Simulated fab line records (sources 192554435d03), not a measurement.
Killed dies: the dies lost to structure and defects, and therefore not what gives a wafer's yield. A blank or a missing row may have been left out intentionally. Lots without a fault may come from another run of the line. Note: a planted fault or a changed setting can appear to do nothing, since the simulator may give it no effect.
Split-lot study	flow n5_finfet	route with 1938 steps; 7 lots, 39 wafers read

THE SPLIT ITSELF
At N5_GATE_CUT_ALD_22 (deposits SiNx, target thk 16 nm, pulse time 1 s, ald cycles 320), the setting ald_cycles was moved away from the recipe's 320 on 15 of the 39 wafers read, by -17.5% to +8.1%. All remaining wafers had this setting at the recipe value.

The reading is taken at the split's own step.

THE READING
SiNx_of_GATE_CUT_ALD_22.thk_nm (the simulator's own value, which no gauge read), in nm, at N5_GATE_CUT_ALD_22 (deposits SiNx, target thk 16 nm, pulse time 1 s, ald cycles 320). The file gives no usual value for it. Average 16.0 nm, standard deviation 0.11 nm, over the 24 wafers here run with the recipe.

wafer	tool, chamber at the split	ald_cycles as run	against the recipe	SiNx_of_GATE_CUT_ALD_22.thk_nm, nm	against lot-mates on the recipe
L076.1	ald_sin-03, 1	320	recipe	16.2	-
L076.2	ald_sin-03, 2,0	320	recipe	16	-
L076.5	ald_sin-03, 2,0	320	recipe	16	-
L076.3	ald_sin-03, 0,3	264	-17.5%	13.2	-2.9
L076.4	ald_sin-03, 0,3	264	-17.5%	13.2	-2.9
L076.6	ald_sin-03, 1	264	-17.5%	13.4	-2.7
L078.1	ald_sin-02, 3	282	-11.9%	14	-2.0
L078.2	ald_sin-02, 2	282	-11.9%	14.2	-1.8
L078.4	ald_sin-02, 2	282	-11.9%	14.2	-1.8
L078.3	ald_sin-02, 1,3,1	320	recipe	16	-
L078.5	ald_sin-02, 1,3,1	320	recipe	16	-
L078.6	ald_sin-02, 1,3,1	320	recipe	16	-
L082.1	ald_sin-02, 1	269	-15.9%	13.4	-2.7
L082.2	ald_sin-02, 0,3	320	recipe	16.2	-
L082.3	ald_sin-02, 0,3	320	recipe	16.2	-
L082.4	ald_sin-02, 2	269	-15.9%	13.6	-2.5
L082.5	ald_sin-02, 2	269	-15.9%	13.6	-2.5
L082.6	ald_sin-02, 3	320	recipe	16	-
L084.1	ald_sin-03, 1	320	recipe	16.2	-
L084.2	ald_sin-03, 3,0,2	305	-4.7%	15.2	-0.9
L084.3	ald_sin-03, 3,0,2	305	-4.7%	15.2	-0.9
L084.5	ald_sin-03, 3,0,2	305	-4.7%	15.2	-0.9
L084.4	ald_sin-03, 2,1	320	recipe	16	-
L084.6	ald_sin-03, 2,1	320	recipe	16	-
L085.1	ald_sin-02, 0	346	+8.1%	17.4	+1.5
L085.6	ald_sin-02, 0	346	+8.1%	17.4	+1.5
L085.2	ald_sin-02, 3	346	+8.1%	17.2	+1.3
L085.3	ald_sin-02, 2,1	320	recipe	16	-
L085.5	ald_sin-02, 2,1	320	recipe	16	-
L085.4	ald_sin-02, 1	320	recipe	15.8	-
L089.1	ald_sin-04, 3,2,3,2	320	recipe	16	-
L089.3	ald_sin-04, 3,2,3,2	320	recipe	16	-
L089.5	ald_sin-04, 3,2,3,2	320	recipe	16	-
L089.6	ald_sin-04, 3,2,3,2	320	recipe	16	-
L089.2	ald_sin-04, 0	320	recipe	15.8	-
L089.4	ald_sin-04, 0	320	recipe	15.8	-
L096.2	ald_sin-03, 3,3,0	320	recipe	16	-
L096.5	ald_sin-03, 3,3,0	320	recipe	16	-
L096.6	ald_sin-03, 3,3,0	320	recipe	16	-
When a row names more than one chamber, that row covers several wafers, and the file does not tell which wafer ran in which chamber.

THE FIT
A straight line over all 39 wafers: SiNx_of_GATE_CUT_ALD_22.thk_nm changes by +0.158 nm for each +1% of ald_cycles; r = +1.00; the points scatter about the line by 0.11 nm.
The same after taking each lot's own level away (the mean of its wafers on the recipe; 39 wafers): +0.163 nm for each +1%; r = +1.00; scatter 0.095 nm.
On that fit, the largest move of ald_cycles shifts the reading by 2.8 nm.
The lots' own levels span 15.93 to 16.13 nm, that is 1.9 times the standard deviation above.
The two slopes are in agreement: the lot-to-lot level therefore moves the slope only a little.
Check: for one of the wafers moved furthest among these (-17.5%), held out of the fit, the line's prediction against its lot-mates is -2.83 nm. It came out at -2.87 nm against them.

OTHER SPLITS ON THESE WAFERS
These wafers also went through other splits before the reading. Each is held against what the fit with the lots' levels taken away leaves over:
other split on the same wafers	wafers away from the commonest value	r with SiNx_of_GATE_CUT_ALD_22.thk_nm (lot level and that fit taken away)
N5_FIN_CUT_CUT_ETCH_15 target_depth_a	18	-0.17

FILE'S OWN FIT
SiNx_of_GATE_CUT_ALD_22.thk_nm changes by +0.162 nm for each +1% of ald_cycles, r = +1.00.
